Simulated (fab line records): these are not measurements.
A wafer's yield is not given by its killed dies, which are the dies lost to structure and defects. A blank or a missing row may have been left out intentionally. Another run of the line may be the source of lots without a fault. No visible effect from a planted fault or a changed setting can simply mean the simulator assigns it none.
Matching of chambers	flow n5 finfet	N5_ILD0_LINER_00 on ald sin-01 has 4 sister chambers
The step material SiNx, target thk 4 nm, pulse time 1 s, purge time 2 s. 8 wafers are shown with their chamber, then 12 later ones without.

WAFERS PAIRED WITH THEIR CHAMBERS
wafer	chamber	heater power w (W)	precursor pulse height rel
L081.2	0	688	1.006
L081.4	3	817	1.038
L080.1	2	843	1.040
L080.2	0	693	0.959
L080.4	1	760	0.966
L088.1	3	798	1.016
L088.4	2	817	1.054
L088.5	1	768	0.987

WAFERS WHOSE CHAMBER IS MISSING
wafer	heater power w (W)	precursor pulse height rel
L090.3	821	1.006
L090.4	819	0.968
L090.6	807	1.031
L092.2	708	1.004
L092.3	766	1.028
L092.4	793	0.968
L094.1	795	1.000
L094.2	846	1.013
L094.4	776	1.001
L096.3	819	0.968
L096.5	754	0.995
L096.6	809	1.002

EACH ONE'S CHAMBER
wafer	from the rows above	in truth
L090.3	can't be placed: 3 or 2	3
L090.4	can't be placed: 3 or 2 or 1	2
L090.6	can't be placed: 3 or 2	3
L092.2	0	0
L092.3	can't be placed: 1 or 3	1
L092.4	can't be placed: 1 or 3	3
L094.1	can't be placed: 3 or 1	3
L094.2	can't be placed: 2 or 3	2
L094.4	can't be placed: 1 or 3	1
L096.3	can't be placed: 3 or 2 or 1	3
L096.5	1	1
L096.6	can't be placed: 3 or 2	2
Correctly placed: 2 of 12. Unplaceable from these rows: 10, with the true chamber sitting among the candidates in 10. 0 placed wrongly.
How it was worked out, from the rows above alone: a wafer's distance from a chamber is the root of the sum, over the readings, of the square of ((its reading less the chamber's mean) divided by the reading's scatter). The wafer belongs to the nearest chamber; if the next one is less than 2 further off, it can't be placed. For every chamber, the mean is computed from those of its wafers that are shown. The scatter: take each reading less its chamber's mean, square it, sum over the shown wafers, divide by the number of wafers less the number of chambers, and take the root.
